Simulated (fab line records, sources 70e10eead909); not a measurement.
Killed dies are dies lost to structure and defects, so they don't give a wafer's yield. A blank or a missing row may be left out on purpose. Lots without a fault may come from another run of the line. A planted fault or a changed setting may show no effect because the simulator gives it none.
Chamber matching | flow nand_harc | NHARC_P_STI_ETCH_15 on rie_si-06: 4 sister chambers
The step etches the open film in HBr/Cl2, target depth 300 nm, time 100.1 s. 18 wafers are shown with their chamber, then 9 later ones without.

WAFERS WITH THEIR CHAMBER
wafer  | chamber | throttle_valve_pct (%) | oes_product_au (a.u.) | hbr_flow_sccm (sccm)
L074.2 | 1       | 26.427                 | 1.000                 | 150.1
L074.5 | 1       | 26.409                 | 1.007                 | 149.5
L074.6 | 0       | 26.406                 | 1.001                 | 149.8
L080.1 | 2       | 26.391                 | 0.987                 | 150.0
L080.2 | 0       | 26.400                 | 1.001                 | 150.0
L080.4 | 3       | 26.404                 | 0.992                 | 149.6
L082.1 | 0       | 26.400                 | 1.003                 | 150.7
L082.2 | 3       | 26.405                 | 1.002                 | 150.0
L082.3 | 2       | 26.404                 | 1.005                 | 150.0
L087.3 | 2       | 26.412                 | 1.006                 | 150.6
L087.4 | 0       | 26.408                 | 1.011                 | 148.9
L087.5 | 1       | 26.397                 | 1.013                 | 149.6
L089.2 | 0       | 26.403                 | 0.997                 | 150.5
L089.3 | 1       | 26.408                 | 1.014                 | 150.3
L089.5 | 0       | 26.405                 | 1.007                 | 150.0
L090.3 | 2       | 26.399                 | 1.006                 | 149.3
L090.4 | 1       | 26.411                 | 1.002                 | 149.5
L090.5 | 2       | 26.396                 | 0.998                 | 149.9

SIGNATURES (means of the wafers above)
reading            | chamber 0 | chamber 1 | chamber 2 | chamber 3 | scatter within a chamber
throttle_valve_pct | 26.40367  | 26.41040  | 26.40040  | 26.40450  | 0.00744
oes_product_au     | 1.00333   | 1.00720   | 1.00040   | 0.99700   | 0.00655
hbr_flow_sccm      | 149.983   | 149.800   | 149.960   | 149.800   | 0.499
Rule: a wafer's distance from a chamber is the root of the sum, over the readings, of the square of ((its reading less the chamber's mean) divided by the reading's scatter). The wafer belongs to the nearest chamber; if the next one is less than 2 further off, it can't be placed. The scatter: the root of (the sum of the squares of (reading less its chamber's mean) over the shown wafers, divided by (wafers less chambers)).

WAFERS WITHOUT THEIR CHAMBER
wafer  | throttle_valve_pct (%) | oes_product_au (a.u.) | hbr_flow_sccm (sccm)
L092.1 | 26.409                 | 1.013                 | 149.8
L092.5 | 26.411                 | 1.006                 | 149.5
L092.6 | 26.414                 | 1.024                 | 150.3
L095.1 | 26.413                 | 0.998                 | 150.6
L095.2 | 26.404                 | 1.004                 | 149.5
L095.5 | 26.403                 | 1.003                 | 150.2
L096.1 | 26.409                 | 1.004                 | 149.8
L096.2 | 26.413                 | 1.003                 | 149.2
L096.3 | 26.407                 | 1.004                 | 149.3

WHICH CHAMBER EACH WENT THROUGH
wafer  | from the rows above               | in truth
L092.1 | can't be placed: 1 or 0 or 2 or 3 | 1
L092.5 | can't be placed: 1 or 0 or 3 or 2 | 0
L092.6 | can't be placed: 1 or 0 or 2 or 3 | 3
L095.1 | can't be placed: 0 or 3 or 2 or 1 | 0
L095.2 | can't be placed: 0 or 1 or 2 or 3 | 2
L095.5 | can't be placed: 0 or 2 or 3 or 1 | 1
L096.1 | can't be placed: 1 or 0 or 3 or 2 | 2
L096.2 | can't be placed: 1 or 3 or 0 or 2 | 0
L096.3 | can't be placed: 1 or 0 or 3 or 2 | 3
Placed correctly: 0 of 9. Can't be placed from these rows: 9 (the true chamber is among the candidates in 9). Placed wrongly: 0.
